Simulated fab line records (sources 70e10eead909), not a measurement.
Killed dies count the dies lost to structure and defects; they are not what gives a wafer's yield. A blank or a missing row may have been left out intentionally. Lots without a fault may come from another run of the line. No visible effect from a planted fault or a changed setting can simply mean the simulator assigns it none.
A lot that was struck, set against a sound lot	flow nand_harc	40 out of 1159 route steps
Sound: these wafers, L464.1, L464.3, L464.5. Struck: wafer L474.1 (left out: L474.2, L474.6 of the same lot, which were not struck); the cause appears at the end.
Per side, at each step with rows, come the tool, then ch with its chambers, and then its first start. Under that, the readings that differ: sound wafers	struck wafers	difference of the means	sigmas: that difference in standard deviations of wafers without a fault.
alike: a reading whose means differ by less than 2 such deviations, as well as words and numbers matching on both sides. not compared: withheld readings; readings where some wafer has no value; bounds like >300 that might hide an equal value; numbers whose values overlap and for which the record gives no deviation.
Wherever a step has rows on one side only, a row that says differs or no value, or a row with sigmas, the two part there. Numbers that have no deviation but don't overlap get no sigmas and don't part them. A reading that every wafer of one side lacks parts them only if that side has two wafers or more.

NHARC_P_M1_INSPECT_11:
  sound on defect_inspect-01, day 7 01:43; struck on defect_inspect-02, day 9 03:51
  alike: raw_defect_count
NHARC_P_M1_DESCUM_14: chemistry O2, time 3 s.
  sound on rie_diel-03 ch 1,2,3, day 7 01:47; struck on rie_diel-03 ch 1, day 9 03:55
  alike: drypump_motor_current_A, o2_flow_sccm, oes_product_au, rf_vpp_V, showerhead_plenum_p_Torr, throttle_valve_pct
  not compared: rf_hours_counter_h
then, 2 steps without rows for these wafers: NHARC_P_M1_ETCH_35 (etches the open film in N2/H2, target depth 40 nm, overetch 12 nm, time 43.94 s); NHARC_P_M1_ETCH_15 (etches the open film in C4F8/Ar, target depth 182.5 nm, time 91.2 s).
NHARC_P_M1_CD_MEAS_16:
  sound on cd_sem-03, day 7 02:07; struck on cd_sem-02, day 9 04:13
  alike: cd_nm
then, 7 steps without rows for these wafers: NHARC_P_M1_STRIP_18 (strips in N2/H2); NHARC_P_M1_ETCH_28 (etches the open film in CF4/N2, target depth 30 nm, time 72.99 s); NHARC_P_M1_STRIP_19 (strips in post etch residue remover, time 600 s); NHARC_P_M1_DEGAS_29 (time 60 s); NHARC_P_M1_PRE_CLEAN_30 (time 30 s); NHARC_P_M1_PVD_20 (deposits TaN, target thk 5 nm, time 8.06 s); NHARC_P_M1_PVD_21 (deposits Cu, target thk 30 nm, time 20.49 s).
NHARC_P_M1_ECD_22: material Cu, target thk 400 nm.
  sound on ecd_cu-01 ch 0,1, day 7 03:13; struck on ecd_cu-01 ch 0,1, day 9 05:25
then, 2 steps without rows for these wafers: NHARC_P_M1_ANNEAL_31 (time 90 s); NHARC_P_M1_CMP_23 (polishes, t overpolish 20 s, target thk 157.82 nm).
NHARC_P_M1_THK_MEAS_24: measures by xrf.
  sound on film_metro-02, day 7 04:14; struck on film_metro-01, day 9 06:37
  alike: thk_nm
then, 2 steps without rows for these wafers: NHARC_P_M1_SRD_25; NHARC_P_M1_PRE_CLEAN_32 (time 12 s).
NHARC_P_M1_DEP_33: deposits SiCN, target thk 30 nm.
  sound on pecvd-03 ch 0,1, day 7 04:33; struck on pecvd-01 ch 1, day 9 06:55
  alike: heater_power_w, showerhead_vpp_V
then, 10 steps without rows for these wafers: NHARC_P_M2_DEP_00 (deposits SiOC, target thk 182.5 nm); NHARC_P_M2_DEHYDRATE_01 (time 120 s); NHARC_P_M2_HMDS_02 (time 30 s); NHARC_P_M2_COAT_34 (time 65 s); NHARC_P_M2_COAT_03 (resist thk 90 nm); NHARC_P_M2_SOFTBAKE_04 (time 55 s); NHARC_P_M2_EBR_05; NHARC_P_M2_EXPOSE_06 (exposes mask P M2, target cd 170 nm); NHARC_P_M2_PEB_07 (peb time 65 s); NHARC_P_M2_DEVELOP_08 (develop time 35 s).
NHARC_P_M2_CD_MEAS_09: target cd 170 nm.
  sound on cd_sem-03 ch 0, day 7 05:38; struck on cd_sem-02 ch 0, day 9 08:09
  alike: cd_nm
NHARC_P_M2_OVL_MEAS_10: pitch 340 nm.
  sound on overlay-02, day 7 05:44; struck on overlay-02, day 9 08:14
reading	sound	struck	difference	sigmas
overlay_x_nm (nm)	0.8 1.2 1.4	-0.7	-1.8	-2
  alike: overlay_y_nm
then, 1 step without rows for these wafers: NHARC_P_M2_DESCUM_14 (chemistry O2, time 3 s).
NHARC_P_M2_ETCH_35: etches the open film in N2/H2, target depth 40 nm, overetch 12 nm, time 43.94 s.
  sound on rie_diel-04 ch 1,2, day 7 05:55; struck on rie_diel-04 ch 3, day 9 08:27
  alike: drypump_motor_current_A, n2_flow_sccm, oes_product_au, rf_vpp_V, showerhead_plenum_p_Torr, throttle_valve_pct
  not compared: rf_hours_counter_h
then, 1 step without rows for these wafers: NHARC_P_M2_ETCH_15 (etches the open film in C4F8/Ar, target depth 182.5 nm, time 91.2 s).
NHARC_P_M2_CD_MEAS_16:
  sound on cd_sem-02, day 7 06:08; struck on cd_sem-03, day 9 08:40
  alike: cd_nm
NHARC_P_M2_STRIP_18: strips in N2/H2.
  sound on rie_diel-07 ch 1,2, day 7 06:13; struck on rie_diel-07 ch 2, day 9 08:45
  alike: drypump_motor_current_A, n2_flow_sccm, oes_product_au, rf_vpp_V, showerhead_plenum_p_Torr, throttle_valve_pct
  not compared: rf_hours_counter_h
then, 2 steps without rows for these wafers: NHARC_P_M2_ETCH_28 (etches the open film in CF4/N2, target depth 30 nm, time 72.99 s); NHARC_P_M2_STRIP_19 (strips in post etch residue remover, time 600 s).
NHARC_P_M2_DEGAS_29: time 60 s.
  sound on pvd_sputter-01, day 7 06:52; struck on pvd_sputter-01, day 9 09:25
  alike: heater_power_w
-- record jumps: 13 days between struck wafers' starts before vs after; left off in module P_M2, resumes in module END, first step shown is number 1159 of the route --
NHARC_END_SORT_01:
  sound on prober-02 ch 0, day 21 11:49; struck on prober-02 ch 0, day 22 14:11
reading	sound	struck	difference	sigmas
defect_limited_yield (%)	98.2 97.6 98.4	46.1	-52.0	-32
killed_at_periphery	1 4 3	346	+343	+99 or more
killed_dies	12 16 11	365	+352	+32
sort_bin_2_pct (%)	0.4 1.0 0.3	18.3	+17.7	+30
sort_bin_3_pct (%)	0 0 0	3.84	+3.84	+20
sort_bin_4_pct (%)	1.3 1.3 1.3	31.8	+30.5	+28
sort_n_pass	665 661 666	312	-352	-32
sort_rim_yield_pct (%)	97.2 100.0 99.1	40.6	-58.2	-25
sort_yield_pct (%)	98.2 97.6 98.4	46.1	-52.0	-32
  alike: killed_at_array, killed_at_other, killed_open, killed_short

WHERE THEY PART
Last at NHARC_END_SORT_01 as far as this record goes, first at NHARC_P_M2_OVL_MEAS_10.

WHY: what had been put in by the simulator
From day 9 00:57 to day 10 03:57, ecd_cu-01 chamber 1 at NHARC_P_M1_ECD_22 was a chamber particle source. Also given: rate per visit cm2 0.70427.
